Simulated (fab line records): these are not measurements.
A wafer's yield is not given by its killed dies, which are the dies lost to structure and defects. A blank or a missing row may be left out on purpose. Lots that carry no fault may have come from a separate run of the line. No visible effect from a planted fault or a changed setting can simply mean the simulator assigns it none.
What tool caused it? :: flow nandHarc :: 72 wafers from 24 lots sampled at 4 of the route's 1302 steps

## WHAT EACH GAUGE READ, for each wafer
NHARC_P_M0_OVL_MEAS_10: pitch 180 nm.
lot: L074
measured: day 6 05:32
on: overlay-02
overlayXNm (nm): -0.4 -0.7 -0.4
overlayYNm (nm): -0.4 -0.5 -0.8

lot: L075
measured: day 6 13:02
on: overlay-02
overlayXNm (nm): -0.6 -0.6 -0.7
overlayYNm (nm): 0.1 0.4 0.6

lot: L076
measured: day 7 01:24
on: overlay-01
overlayXNm (nm): -0.4 -0.6 -1.0
overlayYNm (nm): 0.8 0.1 -0.3

lot: L077
measured: day 7 05:11
on: overlay-01
overlayXNm (nm): 1.2 0.3 0.7
overlayYNm (nm): 0.9 0.1 0.8

lot: L078
measured: day 7 20:38
on: overlay-02
overlayXNm (nm): 0.0 -0.1 -0.3
overlayYNm (nm): 2.1 2.6 2.3

lot: L079
measured: day 8 04:15
on: overlay-02
overlayXNm (nm): -0.5 -0.6 -0.7
overlayYNm (nm): -0.6 -0.6 -0.4

lot: L080
measured: day 8 16:05
on: overlay-02
overlayXNm (nm): 0.4 0.4 0.3
overlayYNm (nm): 0.2 0.4 0.3

lot: L081
measured: day 9 06:01
on: overlay-01
overlayXNm (nm): -0.1 0.0 0.0
overlayYNm (nm): 0.5 0.4 0.9

lot: L082
measured: day 9 06:42
on: overlay-01
overlayXNm (nm): -1.6 -1.2 -1.2
overlayYNm (nm): 0.5 0.4 1.3

lot: L083
measured: day 10 01:24
on: overlay-02
overlayXNm (nm): -1.3 -1.1 -1.2
overlayYNm (nm): -0.2 0.1 0.1

lot: L084
measured: day 10 07:31
on: overlay-01
overlayXNm (nm): 0.4 0.5 0.1
overlayYNm (nm): -0.9 -0.6 -0.9

lot: L085
measured: day 10 16:22
on: overlay-02
overlayXNm (nm): 0.2 0.4 0.5
overlayYNm (nm): 0.4 0.0 0.4

lot: L086
measured: day 11 11:59
on: overlay-01
overlayXNm (nm): 0.4 0.2 0.7
overlayYNm (nm): 0.3 0.6 -0.1

lot: L087
measured: day 11 15:49
on: overlay-02
overlayXNm (nm): -0.1 -0.6 0.1
overlayYNm (nm): 0.2 -0.1 -0.1

lot: L088
measured: day 12 01:46
on: overlay-01
overlayXNm (nm): -1.3 -0.6 -1.0
overlayYNm (nm): -0.2 -0.1 -0.3

lot: L089
measured: day 12 11:55
on: overlay-02
overlayXNm (nm): 0.6 0.3 0.5
overlayYNm (nm): -0.8 -1.0 -0.9

lot: L090
measured: day 12 23:35
on: overlay-01
overlayXNm (nm): 0.5 0.3 0.5
overlayYNm (nm): -0.4 -0.2 0.0

lot: L091
measured: day 13 00:21
on: overlay-01
overlayXNm (nm): -0.5 -0.2 -1.0
overlayYNm (nm): 0.7 1.0 0.7

lot: L092
measured: day 13 12:33
on: overlay-01
overlayXNm (nm): 1.7 1.7 1.9
overlayYNm (nm): -0.1 0.1 -0.3

lot: L094
measured: day 14 04:19
on: overlay-01
overlayXNm (nm): 0.2 -0.1 0.2
overlayYNm (nm): 0.8 0.9 0.6

lot: L093
measured: day 14 05:13
on: overlay-02
overlayXNm (nm): 1.4 1.2 0.8
overlayYNm (nm): 0.4 0.0 0.0

lot: L095
measured: day 14 17:33
on: overlay-01
overlayXNm (nm): 0.1 -0.1 0.6
overlayYNm (nm): -0.3 -0.1 -0.6

lot: L097
measured: day 15 23:32
on: overlay-01
overlayXNm (nm): 0.3 0.7 0.6
overlayYNm (nm): -0.6 -0.7 -0.3

lot: L096
measured: day 16 00:20
on: overlay-02
overlayXNm (nm): 1.3 0.4 0.6
overlayYNm (nm): 1.3 1.2 0.7

NHARC_P_M1_INSPECT_27.
lot: L074
measured: day 6 12:16
on: defectInspect-02
rawDefectCount: 280 694 386

lot: L075
measured: day 6 20:25
on: defectInspect-01
rawDefectCount: 400 299 330

lot: L076
measured: day 7 08:00
on: defectInspect-02
rawDefectCount: 207 166 163

lot: L077
measured: day 7 12:22
on: defectInspect-01
rawDefectCount: 325 268 297

lot: L078
measured: day 8 03:27
on: defectInspect-02
rawDefectCount: 557 345 529

lot: L079
measured: day 8 11:19
on: defectInspect-01
rawDefectCount: 600 540 422

lot: L080
measured: day 8 22:55
on: defectInspect-01
rawDefectCount: 401 416 320

lot: L081
measured: day 9 12:44
on: defectInspect-01
rawDefectCount: 222 253 454

lot: L082
measured: day 9 13:30
on: defectInspect-02
rawDefectCount: 832 717 334

lot: L083
measured: day 10 08:13
on: defectInspect-01
rawDefectCount: 308 221 330

lot: L084
measured: day 10 14:47
on: defectInspect-01
rawDefectCount: 151 333 421

lot: L085
measured: day 10 23:39
on: defectInspect-01
rawDefectCount: 202 414 254

lot: L086
measured: day 11 18:43
on: defectInspect-01
rawDefectCount: 311 164 227

lot: L087
measured: day 11 22:38
on: defectInspect-01
rawDefectCount: 76 161 288

lot: L088
measured: day 12 08:36
on: defectInspect-02
rawDefectCount: 260 398 191

lot: L089
measured: day 12 18:30
on: defectInspect-01
rawDefectCount: 279 192 350

lot: L090
measured: day 13 06:24
on: defectInspect-01
rawDefectCount: 580 361 215

lot: L091
measured: day 13 07:38
on: defectInspect-02
rawDefectCount: 217 263 354

lot: L092
measured: day 13 19:23
on: defectInspect-01
rawDefectCount: 349 310 300

lot: L094
measured: day 14 10:57
on: defectInspect-01
rawDefectCount: 223 257 316

lot: L093
measured: day 14 12:31
on: defectInspect-01
rawDefectCount: 528 561 315

lot: L095
measured: day 15 00:20
on: defectInspect-02
rawDefectCount: 231 277 286

lot: L097
measured: day 16 06:19
on: defectInspect-01
rawDefectCount: 180 264 396

lot: L096
measured: day 16 07:12
on: defectInspect-01
rawDefectCount: 262 432 460

## WHICH TOOL RAN EACH LOT (tool, then ch and the chambers of the sampled wafers, then the start)
lot: L074
NHARC_P_CONTACT_CVD_23: cvdW-02 ch 0,1, day 6 04:08 or earlier
NHARC_P_CONTACT_CMP_24: cmp-04 ch 0,1, day 6 04:08

lot: L075
NHARC_P_CONTACT_CVD_23: cvdW-01 ch 0,1, day 6 11:39 or earlier
NHARC_P_CONTACT_CMP_24: cmp-03 ch 0,1,3, day 6 11:39

lot: L076
NHARC_P_CONTACT_CVD_23: cvdW-02 ch 0,1, day 7 00:04 or earlier
NHARC_P_CONTACT_CMP_24: cmp-03 ch 1,2,3, day 7 00:04

lot: L077
NHARC_P_CONTACT_CVD_23: cvdW-01 ch 0,1, day 7 03:52 or earlier
NHARC_P_CONTACT_CMP_24: cmp-03 ch 1,2,3, day 7 03:52

lot: L078
NHARC_P_CONTACT_CVD_23: cvdW-02 ch 0,1, day 7 19:13 or earlier
NHARC_P_CONTACT_CMP_24: cmp-01 ch 0,1,2, day 7 19:13

lot: L079
NHARC_P_CONTACT_CVD_23: cvdW-02 ch 0,1, day 8 02:53 or earlier
NHARC_P_CONTACT_CMP_24: cmp-01 ch 1,3, day 8 02:53

lot: L080
NHARC_P_CONTACT_CVD_23: cvdW-01 ch 1, day 8 14:41 or earlier
NHARC_P_CONTACT_CMP_24: cmp-01 ch 0,1,2, day 8 14:41

lot: L081
NHARC_P_CONTACT_CVD_23: cvdW-02 ch 0,1, day 9 04:40 or earlier
NHARC_P_CONTACT_CMP_24: cmp-04 ch 0,1,2, day 9 04:40

lot: L082
NHARC_P_CONTACT_CVD_23: cvdW-02 ch 0,1, day 9 05:19 or earlier
NHARC_P_CONTACT_CMP_24: cmp-03 ch 0,2,3, day 9 05:19

lot: L083
NHARC_P_CONTACT_CVD_23: cvdW-02 ch 0,1, day 10 00:03 or earlier
NHARC_P_CONTACT_CMP_24: cmp-03 ch 0,1,2, day 10 00:03

lot: L084
NHARC_P_CONTACT_CVD_23: cvdW-01 ch 0,1, day 10 06:08 or earlier
NHARC_P_CONTACT_CMP_24: cmp-03 ch 0,1,2, day 10 06:08

lot: L085
NHARC_P_CONTACT_CVD_23: cvdW-01 ch 1, day 10 14:56 or earlier
NHARC_P_CONTACT_CMP_24: cmp-04 ch 1,2,3, day 10 14:56

lot: L086
NHARC_P_CONTACT_CVD_23: cvdW-01 ch 0,1, day 11 10:28 or earlier
NHARC_P_CONTACT_CMP_24: cmp-01 ch 0,3, day 11 10:28

lot: L087
NHARC_P_CONTACT_CVD_23: cvdW-01 ch 0,1, day 11 14:32 or earlier
NHARC_P_CONTACT_CMP_24: cmp-03 ch 0,1,3, day 11 14:32

lot: L088
NHARC_P_CONTACT_CVD_23: cvdW-02 ch 0,1, day 12 00:28 or earlier
NHARC_P_CONTACT_CMP_24: cmp-03 ch 1,2,3, day 12 00:28

lot: L089
NHARC_P_CONTACT_CVD_23: cvdW-01 ch 0,1, day 12 10:34 or earlier
NHARC_P_CONTACT_CMP_24: cmp-01 ch 0,2,3, day 12 10:34

lot: L090
NHARC_P_CONTACT_CVD_23: cvdW-01 ch 1, day 12 22:22 or earlier
NHARC_P_CONTACT_CMP_24: cmp-04 ch 0,2,3, day 12 22:22

lot: L091
NHARC_P_CONTACT_CVD_23: cvdW-01 ch 0,1, day 12 22:57 or earlier
NHARC_P_CONTACT_CMP_24: cmp-03 ch 0,2,3, day 12 22:57

lot: L092
NHARC_P_CONTACT_CVD_23: cvdW-01 ch 0,1, day 13 11:11 or earlier
NHARC_P_CONTACT_CMP_24: cmp-01 ch 1,2, day 13 11:11

lot: L094
NHARC_P_CONTACT_CVD_23: cvdW-01 ch 0,1, day 14 02:57 or earlier
NHARC_P_CONTACT_CMP_24: cmp-01 ch 0,1,3, day 14 02:57

lot: L093
NHARC_P_CONTACT_CVD_23: cvdW-02 ch 0,1, day 14 03:49 or earlier
NHARC_P_CONTACT_CMP_24: cmp-04 ch 1,2,3, day 14 03:49

lot: L095
NHARC_P_CONTACT_CVD_23: cvdW-01 ch 0,1, day 14 16:10 or earlier
NHARC_P_CONTACT_CMP_24: cmp-04 ch 2,3, day 14 16:10

lot: L097
NHARC_P_CONTACT_CVD_23: cvdW-01 ch 0,1, day 15 22:10 or earlier
NHARC_P_CONTACT_CMP_24: cmp-01 ch 0,2,3, day 15 22:10

lot: L096
NHARC_P_CONTACT_CVD_23: cvdW-02 ch 0,1, day 15 22:57 or earlier
NHARC_P_CONTACT_CMP_24: cmp-04 ch 0,2,3, day 15 22:57
- NHARC_P_CONTACT_CVD_23: deposits W, target thk 200 nm, time 557 s.
- NHARC_P_CONTACT_CMP_24: polishes, t overpolish 30 s, target thk 200 nm.

## AS READ BY THE TOOLS THEMSELVES (means over the sampled wafers that have a number; for cases with no such wafer, the mark the record gives instead)
NHARC_P_CONTACT_CVD_23.
lot: L074
tool: cvdW-02
heaterPowerW (W): 488
throttleValvePct (%): 7.83

lot: L075
tool: cvdW-01
heaterPowerW (W): 457
throttleValvePct (%): 7.76

lot: L076
tool: cvdW-02
heaterPowerW (W): 492
throttleValvePct (%): 7.89

lot: L077
tool: cvdW-01
heaterPowerW (W): 457
throttleValvePct (%): 7.86

lot: L078
tool: cvdW-02
heaterPowerW (W): 487
throttleValvePct (%): 7.99

lot: L079
tool: cvdW-02
heaterPowerW (W): 496
throttleValvePct (%): 7.99

lot: L080
tool: cvdW-01
heaterPowerW (W): 482
throttleValvePct (%): 7.56

lot: L081
tool: cvdW-02
heaterPowerW (W): 482
throttleValvePct (%): 7.82

lot: L082
tool: cvdW-02
heaterPowerW (W): 488
throttleValvePct (%): 8.09

lot: L083
tool: cvdW-02
heaterPowerW (W): 486
throttleValvePct (%): 7.82

lot: L084
tool: cvdW-01
heaterPowerW (W): 433
throttleValvePct (%): 7.82

lot: L085
tool: cvdW-01
heaterPowerW (W): 448
throttleValvePct (%): 7.51

lot: L086
tool: cvdW-01
heaterPowerW (W): 420
throttleValvePct (%): 8.12

lot: L087
tool: cvdW-01
heaterPowerW (W): 414
throttleValvePct (%): 8.14

lot: L088
tool: cvdW-02
heaterPowerW (W): 484
throttleValvePct (%): 8.02

lot: L089
tool: cvdW-01
heaterPowerW (W): 417
throttleValvePct (%): 8.18

lot: L090
tool: cvdW-01
heaterPowerW (W): 449
throttleValvePct (%): 7.54

lot: L091
tool: cvdW-01
heaterPowerW (W): 436
throttleValvePct (%): 7.97

lot: L092
tool: cvdW-01
heaterPowerW (W): 430
throttleValvePct (%): 7.82

lot: L094
tool: cvdW-01
heaterPowerW (W): 439
throttleValvePct (%): 7.95

lot: L093
tool: cvdW-02
heaterPowerW (W): 524
throttleValvePct (%): 7.87

lot: L095
tool: cvdW-01
heaterPowerW (W): 422
throttleValvePct (%): 8.02

lot: L097
tool: cvdW-01
heaterPowerW (W): 440
throttleValvePct (%): 7.87

lot: L096
tool: cvdW-02
heaterPowerW (W): 507
throttleValvePct (%): 7.74

NHARC_P_CONTACT_CMP_24.
lot: L074
tool: cmp-04
edgeZonePressureFrac: 0.999
motorCurrentA (A): 12.0
overpolishRunS (s): 29.991
timeToEndpointS (s): 37.6

lot: L075
tool: cmp-03
edgeZonePressureFrac: 0.995
motorCurrentA (A): 12.0
overpolishRunS (s): 29.996
timeToEndpointS (s): 42.3

lot: L076
tool: cmp-03
edgeZonePressureFrac: 1.001
motorCurrentA (A): 12.5
overpolishRunS (s): 30.006
timeToEndpointS (s): 40.3

lot: L077
tool: cmp-03
edgeZonePressureFrac: 0.999
motorCurrentA (A): 11.9
overpolishRunS (s): 29.995
timeToEndpointS (s): 41.5

lot: L078
tool: cmp-01
edgeZonePressureFrac: 0.998
motorCurrentA (A): 12.6
overpolishRunS (s): 29.993
timeToEndpointS (s): 42.4

lot: L079
tool: cmp-01
edgeZonePressureFrac: 1.000
motorCurrentA (A): 11.7
overpolishRunS (s): 29.996
timeToEndpointS (s): 38.6

lot: L080
tool: cmp-01
edgeZonePressureFrac: 0.996
motorCurrentA (A): 13.2
overpolishRunS (s): 30.002
timeToEndpointS (s): 39.6

lot: L081
tool: cmp-04
edgeZonePressureFrac: 0.998
motorCurrentA (A): 12.7
overpolishRunS (s): 29.998
timeToEndpointS (s): 40.3

lot: L082
tool: cmp-03
edgeZonePressureFrac: 0.998
motorCurrentA (A): 11.9
overpolishRunS (s): 30.003
timeToEndpointS (s): 43.7

lot: L083
tool: cmp-03
edgeZonePressureFrac: 1.002
motorCurrentA (A): 11.8
overpolishRunS (s): 30.003
timeToEndpointS (s): 42.4

lot: L084
tool: cmp-03
edgeZonePressureFrac: 0.998
motorCurrentA (A): 11.9
overpolishRunS (s): 30.005
timeToEndpointS (s): 41.2

lot: L085
tool: cmp-04
edgeZonePressureFrac: 0.996
motorCurrentA (A): 11.9
overpolishRunS (s): 30.002
timeToEndpointS (s): 41.3

lot: L086
tool: cmp-01
edgeZonePressureFrac: 1.001
motorCurrentA (A): 11.5
overpolishRunS (s): 30.005
timeToEndpointS (s): 38.4

lot: L087
tool: cmp-03
edgeZonePressureFrac: 0.999
motorCurrentA (A): 12.4
overpolishRunS (s): 29.988
timeToEndpointS (s): 40.4

lot: L088
tool: cmp-03
edgeZonePressureFrac: 1.002
motorCurrentA (A): 12.3
overpolishRunS (s): 29.991
timeToEndpointS (s): 42.5

lot: L089
tool: cmp-01
edgeZonePressureFrac: 0.996
motorCurrentA (A): 12.6
overpolishRunS (s): 29.996
timeToEndpointS (s): 35.9

lot: L090
tool: cmp-04
edgeZonePressureFrac: 0.999
motorCurrentA (A): 12.3
overpolishRunS (s): 30.010
timeToEndpointS (s): 39.1

lot: L091
tool: cmp-03
edgeZonePressureFrac: 1.000
motorCurrentA (A): 11.6
overpolishRunS (s): 29.997
timeToEndpointS (s): 39.2

lot: L092
tool: cmp-01
edgeZonePressureFrac: 0.997
motorCurrentA (A): 13.2
overpolishRunS (s): 29.993
timeToEndpointS (s): 40.1

lot: L094
tool: cmp-01
edgeZonePressureFrac: 1.000
motorCurrentA (A): 12.8
overpolishRunS (s): 29.989
timeToEndpointS (s): 38.8

lot: L093
tool: cmp-04
edgeZonePressureFrac: 1.001
motorCurrentA (A): 12.6
overpolishRunS (s): 30.008
timeToEndpointS (s): 37.8

lot: L095
tool: cmp-04
edgeZonePressureFrac: 1.001
motorCurrentA (A): 12.8
overpolishRunS (s): 30.000
timeToEndpointS (s): 41.9

lot: L097
tool: cmp-01
edgeZonePressureFrac: 1.002
motorCurrentA (A): 12.4
overpolishRunS (s): 30.007
timeToEndpointS (s): 37.8

lot: L096
tool: cmp-04
edgeZonePressureFrac: 1.005
motorCurrentA (A): 11.9
overpolishRunS (s): 29.999
timeToEndpointS (s): 41.9

## THE ANSWER, worked out from the rows above alone
Rule: what is usual is taken from the lots themselves. The widest of any qualifying gaps counts: lots, ordered by their means at a reading, are off when they make up no more than a third of the lots, leave a main group of 4 or more, and stand apart from it by 3 or more times the standard deviation of that group's means. A main group whose means are all the same, to the digits that the tables above print for the reading, isn't used. Also off: a lot with no number at a reading for which 4 or more lots have one. All remaining lots with rows at the step are treated as sound. First the gauges in route order, then the tools' own readings, where a lot's mean is used as printed above. The first step at which some lot is off is used, and at that step the reading that is off furthest; a lot without a number counts as furthest.
None of the lots is off at any reading shown; this tells nothing.

## WHAT HAD BEEN PUT IN BY THE SIMULATOR
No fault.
